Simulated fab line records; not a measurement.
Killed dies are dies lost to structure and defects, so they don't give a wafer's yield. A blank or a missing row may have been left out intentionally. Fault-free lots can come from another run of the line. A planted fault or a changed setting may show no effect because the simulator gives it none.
fab line records	flow nand_harc
record lots=6	wafers=18	last_day=33
route steps=1302 shown A_CHANNEL_HOLE_D2@591 END@1302
lots that met no fault: taken from a fault-free run of the same line
start_h: the number of hours between the record's first day and the start of the first shown wafer of the lot	wait_h: hours since the lot's step before	" as in the row above	L1.1+2: a row that stands for several wafers	- no value present, or no start provided	* or withheld: withheld	< > ~ a bound
route shown NAME@n: a module of which the file shows steps, and the number in the route of the first	usual: average and standard deviation across the fault-free wafers	same: alike in all rows	chamber/n: place in a boat	sites: readings site by site	_std_site: their standard deviation	_edge_site: inner sites' mean taken away from outer sites' mean	radius_mm: for every site, how far away it sits from the centre of the wafer	mask NAME#n: copy n	behind: the most recent tool/chamber to have shaped the wafer	hold: why the lot went on hold/how many hours it stayed there/how the hold came to an end	device: whichever transistor did not switch (one of n, p or np)	end of line: the tests these same wafers got at the end of their route	a step without rows: its recipe alone	killed: count of dies lost to structure and defects at first sort (not the wafer's yield)	map: a wafer's dies, marking killed ones x, the rest . and places with no die _
set.NAME: the setting as run; set.NAME@STEP: as run at that earlier step	model.NAME: the simulator's own value behind a step, which no gauge read
lots at selected steps of the route; one table per step, one row per wafer
services: from which hour (start_h, from the record's first day; less than 0 if before it) a tool's chamber was out of use, for how many hours, and why
## steps
# step NHARC_A_CHANNEL_HOLE_D2_ETCH_19
# recipe bias_v=1200	source_w=2500	pressure_mtorr=15	time_s=34.5	ar_flow_sccm=375	c4f8_flow_sccm=28.8	o2_flow_sccm=96.2	temp_c=-20	target_depth_a=*	chemistry=C4F8/O2/Ar
# step NHARC_A_CHANNEL_HOLE_D2_ETCH_20
# recipe bias_v=3000	source_w=withheld	pressure_mtorr=20	time_s=361.9	ar_flow_sccm=375	c4f8_flow_sccm=89.3	o2_flow_sccm=35.7	temp_c=-20	target_depth_a=16000	chemistry=C4F8/O2/Ar
# step NHARC_A_CHANNEL_HOLE_D2_ETCH_21
# recipe bias_v=3000	source_w=withheld	pressure_mtorr=20	time_s=514.3	ar_flow_sccm=375	c4f8_flow_sccm=89.3	o2_flow_sccm=35.7	temp_c=-20	target_depth_a=16000	chemistry=C4F8/O2/Ar
# step NHARC_A_CHANNEL_HOLE_D2_ETCH_22
# recipe bias_v=3000	source_w=withheld	pressure_mtorr=20	time_s=666.7	ar_flow_sccm=375	c4f8_flow_sccm=89.3	o2_flow_sccm=35.7	temp_c=-20	target_depth_a=16000	chemistry=C4F8/O2/Ar
# usual drypump_motor_current_A=5.5/0.46	showerhead_plenum_p_Torr=3.66/0.13	throttle_valve_pct=32.156/0.0093
lot.wafer	tool	chamber	start_h	wait_h	drypump_motor_current_A	rf_hours_counter_h	showerhead_plenum_p_Torr	throttle_valve_pct
L776.2	har_etch-02	0	298.74	0.4	5.1	365	3.73	32.152
L776.1	"	1	"	"	5.4	365	3.42	32.159
L776.6	"	0	"	"	5.1	-	3.73	32.169
L782.3	har_etch-02	0	358.25	0.4	5.1	-	3.71	32.159
L782.5	"	0	"	"	5.1	-	3.71	32.158
L782.6	"	1	"	"	5.4	-	3.40	32.149
L783.1	har_etch-02	1	366.98	0.4	5.4	407	3.40	32.167
L783.4	"	1	"	"	5.4	-	3.40	32.158
L783.5	"	0	"	"	5.0	-	3.71	32.166
L791.1	har_etch-02	1	440.33	0.4	5.4	31	3.92	32.145
L791.2	"	0	"	"	5.1	31	3.69	32.143
L791.3	"	0	"	"	5.1	-	3.69	32.148
L797.3	har_etch-02	0	506.60	0.4	5.1	-	3.67	32.164
L797.6	"	1	"	"	5.5	-	3.90	32.156
L797.5	"	0	"	"	5.1	-	3.67	32.145
L799.1	har_etch-02	0	518.39	0.4	5.1	77	3.66	32.162
L799.2	"	1	"	"	5.4	77	3.89	32.155
L799.6	"	0	"	"	5.1	-	3.66	32.169
# step NHARC_A_CHANNEL_HOLE_D2_ETCH_23
# recipe bias_v=5000	source_w=withheld	pressure_mtorr=20	time_s=819	ar_flow_sccm=375	c4f8_flow_sccm=89.3	o2_flow_sccm=35.7	temp_c=-20	target_depth_a=16000	chemistry=C4F8/O2/Ar
# usual drypump_motor_current_A=5.5/0.46	showerhead_plenum_p_Torr=3.66/0.13	throttle_valve_pct=32.155/0.0087
lot.wafer	tool	chamber	start_h	wait_h	drypump_motor_current_A	rf_hours_counter_h	showerhead_plenum_p_Torr	throttle_valve_pct
L776.2	har_etch-02	0	299.30	0.5	5.0	366	3.73	32.157
L776.1	"	1	"	"	5.4	366	3.42	32.161
L776.6	"	0	"	"	5.1	-	3.73	32.156
L782.3	har_etch-02	0	358.85	0.5	5.0	-	3.71	32.154
L782.5	"	0	"	"	5.0	-	3.71	32.167
L782.6	"	1	"	"	5.4	-	3.40	32.160
L783.1	har_etch-02	1	367.57	0.5	5.5	408	3.40	32.152
L783.4	"	1	"	"	5.4	-	3.40	32.159
L783.5	"	0	"	"	5.0	-	3.70	32.158
L791.1	har_etch-02	1	440.89	0.5	5.5	32	3.92	32.147
L791.2	"	0	"	"	5.1	32	3.69	32.163
L791.3	"	0	"	"	5.1	-	3.69	32.157
L797.3	har_etch-02	0	507.23	0.5	5.1	-	3.67	32.140
L797.6	"	1	"	"	5.4	-	3.90	32.156
L797.5	"	0	"	"	5.1	-	3.67	32.160
L799.1	har_etch-02	0	518.96	0.5	5.1	77	3.66	32.150
L799.2	"	1	"	"	5.4	77	3.89	32.150
L799.6	"	0	"	"	5.1	-	3.66	32.143
# step NHARC_A_CHANNEL_HOLE_D2_ETCH_24
# recipe bias_v=5000	source_w=withheld	pressure_mtorr=20	time_s=906.2	ar_flow_sccm=375	c4f8_flow_sccm=93.8	o2_flow_sccm=31.2	temp_c=-20	target_depth_a=15000	chemistry=C4F8/O2/Ar
# usual drypump_motor_current_A=5.5/0.46	showerhead_plenum_p_Torr=3.66/0.13	throttle_valve_pct=32.237/0.0081
lot.wafer	tool	chamber	start_h	wait_h	drypump_motor_current_A	rf_hours_counter_h	showerhead_plenum_p_Torr	throttle_valve_pct
L776.2	har_etch-02	0	300.00	0.6	5.0	366	3.72	32.249
L776.1	"	1	"	"	5.4	366	3.42	32.245
L776.6	"	0	"	"	5.0	-	3.72	32.229
L782.3	har_etch-02	0	359.57	0.6	5.1	-	3.70	32.252
L782.5	"	0	"	"	5.1	-	3.70	32.234
L782.6	"	1	"	"	5.4	-	3.40	32.222
L783.1	har_etch-02	1	368.28	0.6	5.4	408	3.40	32.238
L783.4	"	1	"	"	5.4	-	3.40	32.229
L783.5	"	0	"	"	5.1	-	3.70	32.236
L791.1	har_etch-02	1	441.59	0.6	5.4	32	3.91	32.239
L791.2	"	0	"	"	5.1	32	3.68	32.254
L791.3	"	0	"	"	5.1	-	3.68	32.248
L797.3	har_etch-02	0	507.97	0.6	5.1	-	3.66	32.232
L797.6	"	1	"	"	5.4	-	3.89	32.227
L797.5	"	0	"	"	5.1	-	3.66	32.223
L799.1	har_etch-02	0	519.65	0.6	5.1	78	3.66	32.236
L799.2	"	1	"	"	5.4	78	3.88	32.239
L799.6	"	0	"	"	5.1	-	3.66	32.228
# step NHARC_A_CHANNEL_HOLE_D2_ETCH_25
# recipe bias_v=5000	source_w=withheld	pressure_mtorr=20	time_s=1040.2	ar_flow_sccm=375	c4f8_flow_sccm=93.8	o2_flow_sccm=31.2	temp_c=-20	target_depth_a=15000	chemistry=C4F8/O2/Ar
# usual drypump_motor_current_A=5.5/0.46	showerhead_plenum_p_Torr=3.66/0.13	throttle_valve_pct=32.235/0.0088
lot.wafer	tool	chamber	start_h	wait_h	drypump_motor_current_A	rf_hours_counter_h	showerhead_plenum_p_Torr	throttle_valve_pct
L776.2	har_etch-02	0	300.77	0.6	5.1	367	3.72	32.229
L776.1	"	1	"	"	5.4	367	3.42	32.252
L776.6	"	0	"	"	5.1	-	3.72	32.227
L782.3	har_etch-02	0	360.37	0.7	5.0	-	3.70	32.245
L782.5	"	0	"	"	5.0	-	3.70	32.235
L782.6	"	1	"	"	5.4	-	3.40	32.222
L783.1	har_etch-02	1	369.07	0.7	5.4	409	3.40	32.234
L783.4	"	1	"	"	5.5	-	3.40	32.239
L783.5	"	0	"	"	5.0	-	3.70	32.233
L791.1	har_etch-02	1	442.35	0.6	5.4	33	3.91	32.231
L791.2	"	0	"	"	5.1	33	3.68	32.230
L791.3	"	0	"	"	5.1	-	3.68	32.238
L797.3	har_etch-02	0	508.80	0.7	5.1	-	3.66	32.241
L797.6	"	1	"	"	5.4	-	3.89	32.230
L797.5	"	0	"	"	5.1	-	3.66	32.241
L799.1	har_etch-02	0	520.42	0.6	5.1	79	3.66	32.251
L799.2	"	1	"	"	5.4	79	3.88	32.239
L799.6	"	0	"	"	5.0	-	3.66	32.233
# step NHARC_A_CHANNEL_HOLE_D2_ETCH_26
# recipe bias_v=300	source_w=2000	pressure_mtorr=30	time_s=224.1	ar_flow_sccm=375	c4f8_flow_sccm=11.4	o2_flow_sccm=113.6	temp_c=-20	target_depth_a=3000	chemistry=C4F8/O2/Ar
# step NHARC_A_CHANNEL_HOLE_D2_ETCH_27
# recipe bias_v=400	source_w=2000	pressure_mtorr=25	time_s=90	ar_flow_sccm=375	c4f8_flow_sccm=41.7	o2_flow_sccm=83.3	temp_c=-20	target_depth_a=4000	chemistry=C4F8/O2/Ar
# step NHARC_A_CHANNEL_HOLE_D2_STRIP_41
# recipe n2_flow_sccm=150	h2_flow_sccm=150	ar_flow_sccm=0	bias_w=0	chemistry=N2/H2
# step NHARC_A_CHANNEL_HOLE_D2_STRIP_42
# recipe cf4_flow_sccm=100	chf3_flow_sccm=30	ar_flow_sccm=0	bias_w=0	chemistry=CF4/CHF3
# step NHARC_A_CHANNEL_HOLE_D2_STRIP_43
# recipe o2_flow_sccm=400	cos_flow_sccm=20	ar_flow_sccm=0	bias_w=0	chemistry=O2/COS
# step NHARC_A_CHANNEL_HOLE_D2_ETCH_44
# recipe target_depth_a=1400	overetch_a=140	time_s=77	ion_energy_ev=100	cf4_flow_sccm=80	o2_flow_sccm=20	ar_flow_sccm=0	rf_w=300	bias_w=100	chemistry=CF4/O2
# usual drypump_motor_current_A=5.8/0.32	oes_product_au=0.998/0.012	rf_vpp_V=197.9/1.6	showerhead_plenum_p_Torr=1.34/0.071	throttle_valve_pct=13.397/0.0085
lot.wafer	tool	chamber	start_h	wait_h	drypump_motor_current_A	oes_product_au	rf_hours_counter_h	rf_vpp_V	showerhead_plenum_p_Torr	throttle_valve_pct
L776.2	rie_diel-08	1	302.66	0.1	5.7	1.004	7	197.6	1.29	13.395
L776.1	"	3	"	"	5.6	0.978	7	197.1	1.26	13.399
L776.6	"	1	"	"	5.8	0.992	-	195.8	1.29	13.392
L782.3	rie_diel-07	3	361.91	0.1	6.1	0.986	5	199.1	1.43	13.402
L782.5	"	3	"	"	6.1	0.987	-	198.6	1.43	13.394
L782.6	"	0	"	"	5.5	0.922	-	198.4	1.42	13.417
L783.1	rie_diel-07	0	370.76	0.1	5.5	0.911	4	198.9	1.42	13.414
L783.4	"	1	"	"	5.5	0.999	4	197.5	1.29	13.394
L783.5	"	2	"	"	5.5	1.010	-	194.8	1.24	13.380
L791.2	rie_diel-07	0	444.17	0.1	5.5	1.008	8	200.9	1.42	13.404
L791.1	"	2	"	"	5.5	1.008	8	194.8	1.24	13.395
L791.3	"	3	"	"	6.1	0.988	8	198.2	1.43	13.388
L797.3	rie_diel-07	1	510.18	0.0	5.5	0.985	1	198.3	1.28	13.395
L797.6	"	1	"	"	5.6	0.976	-	196.6	1.28	13.385
L797.5	"	2	"	"	5.5	0.990	-	196.9	1.24	13.403
L799.2	rie_diel-07	3	522.24	0.1	6.1	0.973	2	200.2	1.42	13.391
L799.1	"	0	"	"	5.5	0.993	2	199.9	1.42	13.394
L799.6	"	2	"	"	5.5	0.984	-	197.2	1.24	13.406
# step NHARC_A_CHANNEL_HOLE_D2_STRIP_28
# recipe o2_flow_sccm=500	ar_flow_sccm=0	bias_w=0	chemistry=O2
# usual drypump_motor_current_A=5.8/0.33	oes_product_au=1.000/0.012	rf_vpp_V=57.8/0.88	showerhead_plenum_p_Torr=3.54/0.18	throttle_valve_pct=17.036/0.0092
lot.wafer	tool	chamber	start_h	wait_h	drypump_motor_current_A	oes_product_au	rf_hours_counter_h	rf_vpp_V	showerhead_plenum_p_Torr	throttle_valve_pct
L776.2	rie_diel-08	0	-	-	6.1	0.995	7	58.5	3.71	17.047
L776.1	"	1	"	"	5.8	1.006	8	56.7	3.42	17.045
L776.6	"	3	"	"	5.7	0.995	-	57.6	3.35	17.025
L782.3	rie_diel-07	3	-	-	6.1	0.997	5	58.7	3.76	17.028
L782.6	"	2	"	"	5.5	1.015	-	56.1	3.29	17.031
L782.5	"	3	"	"	6.1	1.000	-	58.3	3.76	17.050
L783.4	rie_diel-07	3	-	-	6.1	0.989	5	58.6	3.76	17.046
L783.1	"	1	"	"	5.5	1.030	4	56.8	3.40	17.029
L783.5	"	3	"	"	6.1	0.988	-	57.1	3.76	17.048
L791.2	rie_diel-07	3	-	-	6.1	1.002	8	57.5	3.76	17.049
L791.3	"	0	"	"	5.5	0.995	8	58.6	3.74	17.022
L791.1	"	1	"	"	5.5	1.014	8	56.7	3.40	17.039
L797.3	rie_diel-07	2	-	-	5.5	0.993	1	57.9	3.29	17.032
L797.6	"	1	"	"	5.5	0.983	-	57.9	3.40	17.046
L797.5	"	2	"	"	5.5	0.999	-	57.0	3.29	17.051
L799.1	rie_diel-07	2	-	-	5.5	1.009	2	57.5	3.29	17.032
L799.2	"	3	"	"	6.1	0.981	2	57.4	3.76	17.024
L799.6	"	1	"	"	5.6	0.993	-	58.2	3.40	17.041
# step NHARC_END_SORT_01
# recipe temp_c=25
# usual killed_at_array=58/22	killed_at_other=1.0/1.3	killed_at_periphery=5/3.4	killed_dies=64/22	killed_open=3.6/1.8	killed_short=2.4/1.7
# same gross_dies=677
lot.wafer	tool	chamber	start_h	wait_h	killed_at_array	killed_at_other	killed_at_periphery	killed_dies	killed_open	killed_short
L776.1	prober-01	0	569.54	2.5	71	0	6	77	3	3
L776.2	prober-01	0	570.33	2.8	62	0	2	64	6	3
L776.6	prober-01	0	573.48	3.9	61	1	0	62	4	2
L782.3	prober-02	0	623.86	3.1	48	1	9	58	5	5
L782.5	prober-02	0	625.45	3.7	51	0	11	62	6	4
L782.6	prober-02	0	626.24	4.0	612	3	8	623	9	0
L783.1	prober-02	0	635.11	2.4	660	1	4	665	6	4
L783.4	prober-02	0	637.53	3.4	81	2	2	85	2	3
L783.5	prober-02	0	638.33	3.7	73	1	3	77	4	2
L791.1	prober-02	0	702.73	2.5	72	4	5	81	3	3
L791.2	prober-02	0	703.54	2.8	82	0	5	87	3	0
L791.3	prober-02	0	704.35	3.1	88	3	4	95	4	4
# killed by level:class
L776.1 A_CHANNEL_HOLE_D2:chamber_film_flake=29 A_SLIT:chamber_film_flake=26 A_WL_FILL:chamber_film_flake=4 A_CONTACT:chamber_film_flake=4 P_GATE:chamber_film_flake=3 P_BONDPAD:chamber_film_flake=3 A_ONON_D1:geometric_particle:short=1 A_CHANNEL_FILL_D1:geometric_particle:short=1
L776.2 A_CHANNEL_HOLE_D2:chamber_film_flake=31 A_SLIT:chamber_film_flake=20 A_CONTACT:chamber_film_flake=3 A_CHANNEL_FILL_D1:geometric_particle:open=2 A_BLC:geometric_particle:open=2 P_CONTACT:geometric_particle:open=1 P_M0:geometric_particle:short=1 A_CHANNEL_HOLE_D1:geometric_particle:open=1
L776.6 A_CHANNEL_HOLE_D2:chamber_film_flake=33 A_SLIT:chamber_film_flake=19 A_CONTACT:chamber_film_flake=2 A_CHANNEL_FILL_D1:geometric_particle:open=1 A_CHANNEL_FILL_D2:geometric_particle:open=1 A_WL_FILL:geometric_particle:open=1 A_WL_FILL:geometric_particle:short=1 A_M0:geometric_particle:open=1
L782.3 A_CHANNEL_HOLE_D2:chamber_film_flake=31 A_CHANNEL_HOLE_D1:chamber_film_flake=3 A_M0:geometric_particle:open=2 P_STI:chamber_film_flake=2 P_GATE:chamber_film_flake=2 A_STAIRCASE:chamber_film_flake=2 A_SLIT:chamber_film_flake=2 P_GATE:geometric_particle:open=1
L782.5 A_CHANNEL_HOLE_D2:chamber_film_flake=35 P_GATE:chamber_film_flake=4 P_STI:chamber_film_flake=3 A_DECK1_JOINT:geometric_particle:open=2 A_WL_FILL:geometric_particle:short=2 P_ZERO_WELL:chamber_film_flake=2 A_CHANNEL_HOLE_D1:chamber_film_flake=2 P_GATE:geometric_particle:open=1
L782.6 A_CHANNEL_HOLE_D2:area_etch=568 A_CHANNEL_HOLE_D2:chamber_film_flake=32 A_ONON_D2:geometric_particle:open=3 A_CHANNEL_HOLE_D1:chamber_film_flake=3 P_M0:geometric_particle:open=2 P_GATE:chamber_film_flake=2 A_SLIT:chamber_film_flake=2 A_CONTACT:chamber_film_flake=2
L783.1 A_CHANNEL_HOLE_D2:area_etch=578 A_CHANNEL_HOLE_D2:chamber_film_flake=35 A_CHANNEL_HOLE_D1:chamber_film_flake=31 A_CONTACT:chamber_film_flake=4 P_M0:geometric_particle:open=2 A_BLC:geometric_particle:short=2 A_CHANNEL_FILL_D1:chamber_film_flake=2 A_SLIT:chamber_film_flake=2
L783.4 A_CHANNEL_HOLE_D1:chamber_film_flake=36 A_CHANNEL_HOLE_D2:chamber_film_flake=33 A_CONTACT:chamber_film_flake=3 A_CHANNEL_FILL_D2:geometric_particle:short=2 A_WL_FILL:chamber_film_flake=2 THIN_TSV:chamber_film_flake=2 P_M0:geometric_particle:open=1 A_CHANNEL_HOLE_D1:geometric_particle:short=1
L783.5 A_CHANNEL_HOLE_D1:chamber_film_flake=36 A_CHANNEL_HOLE_D2:chamber_film_flake=28 P_ZERO_WELL:chamber_film_flake=2 A_ONON_D1:geometric_particle:open=1 A_CHANNEL_HOLE_D1:geometric_particle:short=1 A_DECK1_JOINT:geometric_particle:open=1 A_BLC:geometric_particle:open=1 STARTING-WAFER:geometric_particle:open=1
L791.1 A_CHANNEL_HOLE_D1:chamber_film_flake=33 A_SLIT:chamber_film_flake=25 A_CONTACT:chamber_film_flake=8 THIN_TSV:chamber_film_flake=4 P_M2:chamber_film_flake=2 P_M2:geometric_particle:open=1 A_ONON_D2:geometric_particle:open=1 A_CHANNEL_FILL_D2:geometric_particle:short=1
L791.2 A_SLIT:chamber_film_flake=36 A_CHANNEL_HOLE_D1:chamber_film_flake=35 A_CONTACT:chamber_film_flake=7 P_CONTACT:geometric_particle:open=2 P_M2:chamber_film_flake=2 A_STAIRCASE:chamber_film_flake=2 A_M1:geometric_particle:open=1 P_ZERO_WELL:chamber_film_flake=1
L791.3 A_CHANNEL_HOLE_D1:chamber_film_flake=36 A_SLIT:chamber_film_flake=33 A_CONTACT:chamber_film_flake=5 A_STAIRCASE:chamber_film_flake=3 THIN_TSV:chamber_film_flake=3 P_M2:chamber_film_flake=2 A_DECK1_JOINT:chamber_film_flake=2 P_M0:geometric_particle:open=1
# map L782.6 (x killed, . not)
____________x____________
_________xxxxxxx_________
_______xxxxxxxxxxx_______
______xxxxxxxxxxxxx______
_____xxxxxxxxxxxxxxx_____
____xxxxxxxxxxxxxxxxx____
____xxxxxxxx.xxxxxxxx____
___xxxxxxxxxxxxxxxxxxx___
___xxxxxxxxxxxxxxxxxxx___
__xxxxxxxxxxxxxxx.xxxxx__
__xxxxx..x.xx.xxxxxxxxx__
_xxxxxxx..xxxx..x.xxxxxx_
_xxxxxx.x..xx.xxxxxxxxxx_
_xxxxxx.xxxxxx.xx.xxxxxx_
_xxxx.xxx..xx..xxxxxxxxx_
_xxxxxxxxx...x.xxxxxxxxx_
xxxxxxxxx.xxxx.xxx.xxxxxx
xxxxxxxxxx.xxx.xx.xxxxxxx
xxxxxxxx.x.xx..xxxxxxxxxx
xxxxxxxx.x..x.xxxxxxxxxxx
xxxxxxx.xxx.x.xxxxxxxxxxx
_xxxxxxxx.x.xxx.xxxxxxxx_
_xxxxxxxxxxxx.x.xxxxxxxx_
_xxxxxxxxxxxxxxxxxxxxxxx_
_xxxxxxxx.xx.xxx.xxxxxxx_
_xxxxxxx.xxxxxxxxxxxxxxx_
__xxxxx.xxxxxxxxxxxxxxx__
__xxxxxxxxxxxxxxxxxxxxx__
___xxxxxxxxxxxxxxxxxxx___
___xxxxxxxxxxxxxxxxxxx___
____xxxxxxxxxxxxxxxxx____
____xxxxxxxxxxxxxxxxx____
_____xxxxxxxxxxxxxxx_____
______xxxxxxxxxxxxx______
_______xxxxxxxxxxx_______
_________xxxxxxx_________
____________x____________
# map L783.1 (x killed, . not)
____________x____________
_________xxxxxxx_________
_______xxxxxxxxxxx_______
______xxxxxxxxxxxxx______
_____x.xxxxxxxxxxxxx_____
____xxxxxxxxxxxxxxxxx____
____xxxxxxxxxxxxxxxxx____
___xxxxxxxxxxxxxxxxxxx___
___xxxxxxxxxxxxxxxxxxx___
__xxxxxxxxxxxxxxxxxxxxx__
__xxxxxxxxxxxxxxxxxxxxx__
_xxxxxxxxxxxxxxxxxxxxxxx_
_xxx.xxxxxxxxxxxxxxxxxxx_
_xxxxxxxxx.xxxxxxxxxxxxx_
_xxxxxxxxxxxxxxxxxxxxxxx_
_xxxxxxxxxx.xxxxxxxxxxxx_
xxxxxxxxxxxxxxxxxxxxxxxxx
xxxxxxxxxxxxxxxxxxxxxxxxx
xxxxxxxxxxxxxxxxxxxxxxxxx
xxxxxxxx.xxxxxxxxxxxxxxxx
xxxxxxxxxxxxxxxxxxxxxxxxx
_xxxxxxxxxxxxxxxxxxxxxxx_
_xxxxxxxxxxxxxxxxx.xxxxx_
_xxxxxxxxxxxxxxxxxxxxxxx_
_xxxxxxxxxxxxxxxxxxxxxxx_
_xxxxxxxx.xxxxxxxxxxxxxx_
__xxxxxxxxxxxxxxxxxxxxx__
__.xxxxxxxxxxxxxxxxxxxx__
___xxxxxxx.xxxxxxxxxxx___
___xxxxxxxxxxxxxxxxxxx___
____x.xxxxxxxxxxxxxxx____
____.x.xxxxxxxxxxxxxx____
_____xxxxxxxxxxxxxxx_____
______xxxxxxxxxxxxx______
_______xxxxxxxxxxx_______
_________xxxxxxx_________
____________x____________
## services
tool	chamber	start_h	hours	kind
rie_diel-07	-	294.32	9.0	pm
rie_diel-07	0	294.32	9.0	vent_cycle
rie_diel-07	1	294.32	9.0	vent_cycle
rie_diel-07	2	294.32	9.0	vent_cycle
rie_diel-07	3	294.32	9.0	vent_cycle
rie_diel-07	0	303.32	-	clean
rie_diel-07	1	303.32	-	clean
rie_diel-07	2	303.32	-	clean
rie_diel-07	3	303.32	-	clean
rie_diel-07	0	327.82	-	clean
rie_diel-07	-	328.96	0.3	repair
rie_diel-08	-	367.80	9.0	pm
har_etch-02	-	379.22	17.0	pm
har_etch-02	0	379.22	17.0	vent_cycle
har_etch-02	1	379.22	17.0	vent_cycle
har_etch-02	0	396.22	-	clean
har_etch-02	0	396.22	-	consumable_replace:focus_ring
har_etch-02	1	396.22	-	clean
har_etch-02	1	396.22	-	consumable_replace:focus_ring
har_etch-02	1	396.22	-	consumable_replace:showerhead
rie_diel-08	1	411.95	7.0	repair
rie_diel-08	0	417.55	2.6	repair
rie_diel-07	-	421.69	0.1	repair
rie_diel-07	-	471.32	9.0	pm
## key
first_sign step=NHARC_A_CHANNEL_HOLE_D2_ETCH_44	reading=oes_product_au	direction=down	sigmas=6.6	usual=0.998	struck=0.917
effect step=NHARC_END_SORT_01	reading=killed_dies	direction=up	sigmas=27	usual=64	struck=644
more_kills_born_at NHARC_A_CHANNEL_HOLE_D2_ETCH_44@rie_diel-07=1146
met_at NHARC_A_CHANNEL_HOLE_D2_ETCH_44
struck_wafers L782.6,L783.1
later_rows_left_out L782.6,L783.1
tester_left_out L782,L783
fault kind=process_parameter_drift	tool=rie_diel-07	chamber=0	onset_h=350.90	steps=NHARC_A_CHANNEL_HOLE_D2_ETCH_44	channel=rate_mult	offset=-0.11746	shape=step	end_h=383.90
# tester_left_out: of these lots the tester's yield and bins aren't shown, on N5 and GAA mostly nor the transistor test; their killed dies are dies lost to structure and defects alone, not to doping, threshold or leakage, so they don't give the yield
# later_rows_left_out: the simulator's readings of these wafers behind a module that went badly wrong aren't trusted and aren't shown, but for the sort
